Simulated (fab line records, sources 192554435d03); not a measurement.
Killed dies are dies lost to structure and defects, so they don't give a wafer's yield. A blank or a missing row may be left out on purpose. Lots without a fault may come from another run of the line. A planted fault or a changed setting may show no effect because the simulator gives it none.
A struck lot beside a sound one | flow n5_finfet | 41 steps out of a route of 1938
Sound: wafers L563.3, L563.5, L563.6. Struck: wafer L564.4. (L564.1, L564.6 of the same lot were not struck and are left out.) The cause comes at the end.
At each step with rows: each side's tool, then ch and its chambers, then its first start. Under that, the readings that differ: sound wafers | struck wafers | difference of the means | sigmas: that difference in standard deviations of wafers without a fault.
alike: readings whose means differ by less than 2 such deviations, and words and numbers that are the same on both sides. not compared: withheld readings, readings that some wafer has no value for, bounds like >300 that may hide the same value, and numbers for which the record gives no deviation and whose values overlap.
The two part at a step that has a row with sigmas, a row that says differs or no value, or rows on one side only. Numbers that don't overlap but have no deviation are shown without sigmas and don't part them. A reading that every wafer of one side lacks parts them only if that side has two wafers or more.

first, 10 steps without rows for these wafers: N5_FIN_SAQP_PRECLEAN_42 (cleans in O3/DIW, time 60 s); N5_FIN_SAQP_PRECLEAN_00 (cleans in SC1, time 60 s); N5_FIN_SAQP_PRECLEAN_44 (cleans in SC2, time 45 s); N5_FIN_SAQP_SRD_01 (time 30 s); N5_FIN_SAQP_ALD_61 (deposits SiO2, target thk 4 nm, pulse time 1 s, purge time 2 s); N5_FIN_SAQP_DENSIFY_62 (time 60 s); N5_FIN_SAQP_HM_DEP_03 (deposits SiNx from SiH4/NH3/N2, target thk 38 nm, time 33.6 s); N5_FIN_SAQP_PECVD_47 (deposits a-Si from SiH4/He, target thk 45 nm, time 36.3 s); N5_FIN_SAQP_PECVD_48 (deposits SiNx from SiH4/NH3/N2, target thk 25 nm, time 22.1 s); N5_FIN_SAQP_PECVD_06 (deposits a-Si from SiH4/He, target thk 60 nm, time 48.1 s).
N5_FIN_SAQP_HM_DEP_72: deposits SiO2 from SiH4/N2O, target thk 12 nm, time 7.2 s.
  sound on pecvd-03 ch 0,1,2, day 2 04:02; struck on pecvd-03 ch 0, day 2 09:05
  alike: chamber_pressure_Torr, heater_power_w, rf_fwd_power_W, showerhead_plenum_p_Torr
then, 8 steps without rows for these wafers: N5_FIN_SAQP_COAT_49 (time 60 s, resist thk 100 nm); N5_FIN_SAQP_COAT_50 (time 60 s, resist thk 35 nm); N5_FIN_SAQP_COAT_10 (resist thk 90 nm); N5_FIN_SAQP_EBR_12; N5_FIN_SAQP_SOFTBAKE_11 (time 60 s); N5_FIN_SAQP_EXPOSE_13 (exposes mask FIN CORE, target cd 35.6 nm); N5_FIN_SAQP_PEB_14 (peb time 60 s); N5_FIN_SAQP_DEVELOP_15 (develop time 30 s).
N5_FIN_SAQP_INSPECT_18: inspects for defects (brightfield).
  sound on defect_inspect-01, day 2 04:33; struck on defect_inspect-02, day 2 09:37
  reading          | sound       | struck | difference | sigmas
  raw_defect_count | 370 442 420 | 1217   | +806       | +8
then, 17 steps without rows for these wafers: N5_FIN_SAQP_DESCUM_21 (chemistry O2, time 7.9 s); N5_FIN_SAQP_ETCH_51 (etches SiARC in CF4, target depth 45.5 nm, time 75.8 s); N5_FIN_SAQP_ETCH_52 (etches SOC in N2/H2, target depth 100 nm, overetch 20 nm, time 150 s); N5_FIN_SAQP_STRIP_53 (strips in N2/H2); N5_FIN_SAQP_HM_OPEN_73 (chemistry CHF3/O2, target SiO2, stops on a-Si, target depth 12 nm, time 16.8 s); N5_FIN_SAQP_STRIP_74 (strips in CHF3/O2); N5_FIN_SAQP_MANDREL_ETCH_22 (etches a-Si in HBr/Cl2, stops on SiNx, target depth 60 nm, bt time 10 s, time 30 s); N5_FIN_SAQP_STRIP_55 (strips in N2/H2); N5_FIN_SAQP_STRIP_23 (strips in SPM, time 750 s); N5_FIN_SAQP_SRD_66 (time 30 s); N5_FIN_SAQP_RECESS_75 (chemistry HF/NH3, target SiO2, target depth 14.4 nm, afs cycles 3, sublimation time 60 s); N5_FIN_SAQP_SPACER1_ALD_24 (deposits SiO2, target thk 20.3 nm, pulse time 1 s, purge time 2 s); N5_FIN_SAQP_SPACER1_ETCHBACK_25 (etches SiO2 in CHF3/O2, target depth 24.4 nm, time 12.2 s); N5_FIN_SAQP_MANDREL1_REMOVE_56 (chemistry HBr/Cl2/O2, target a-Si, stops on SiNx, bt time 10 s); N5_FIN_SAQP_ETCH_57 (etches SiNx in CH3F/O2, target depth 32.5 nm, time 46.4 s); N5_FIN_SAQP_ETCH_65 (etches SiO2 in CF4, target depth 4 nm, time 4.4 s); N5_FIN_SAQP_MANDREL_ETCH_58 (etches a-Si in HBr/Cl2, stops on SiNx, target depth 45 nm, bt time 10 s, time 27 s).
N5_FIN_SAQP_INSPECT_40: inspects for defects (brightfield).
  sound on defect_inspect-01, day 2 09:07; struck on defect_inspect-01, day 2 15:07
  reading          | sound       | struck | difference | sigmas
  raw_defect_count | 277 370 250 | 1061   | +762       | +13
N5_FIN_CUT_INSPECT_10: inspects for defects (brightfield).
  sound on defect_inspect-01, day 2 09:37; struck on defect_inspect-01, day 2 15:31
  reading          | sound    | struck | difference | sigmas
  raw_defect_count | 60 74 57 | 879    | +815       | +74
-- the record jumps here: 7 days lie between the struck wafers' starts before and after (it left off in module FIN_CUT and takes up again in module BEOL_M4, whose first step shown is number 1111 of the route) --
N5_BEOL_M4_RC_MEAS_101:
  sound on prober-01 ch 0, day 9 03:19; struck on prober-02 ch 0, day 9 07:52
  alike: DIBL_N, DIBL_P, IOFF_N, IOFF_P, ION_N, ION_P, SS_N, SS_P, VT_N, VT_P
-- the record jumps here: 5 days lie between the struck wafers' starts before and after (it left off in module BEOL_M4 and takes up again in module PASSIVATION, whose first step shown is number 1936 of the route) --
N5_PASSIVATION_PROBE_49:
  sound on prober-02, day 13 04:57; struck on prober-02, day 13 22:03
  reading                  | sound          | struck | difference | sigmas
  defect_limited_yield (%) | 92.0 90.6 92.7 | 78.8   | -13.0      | -9
  killed_at_front_end      | 40 68 43       | 188    | +138       | +13
  killed_dies              | 94 111 86      | 250    | +153       | +10
  sort_bin_5_function (%)  | 4.3 4.6 4.7    | 12.9   | +8.4       | +10
  sort_bin_6_memory (%)    | 3.3 4.1 2.5    | 5.2    | +1.9       | +3
  sort_n_pass              | 1086 1069 1094 | 930    | -153       | -10
  sort_yield_pct (%)       | 92.0 90.6 92.7 | 78.8   | -13.0      | -9
  alike: killed_at_M0_to_M3, killed_at_M4_up, killed_at_contacts, killed_at_other, killed_on_rim, killed_open, killed_short

WHERE THEY PART
First at N5_FIN_SAQP_INSPECT_18; last, within this record, at N5_PASSIVATION_PROBE_49.

WHY: what the simulator had put in
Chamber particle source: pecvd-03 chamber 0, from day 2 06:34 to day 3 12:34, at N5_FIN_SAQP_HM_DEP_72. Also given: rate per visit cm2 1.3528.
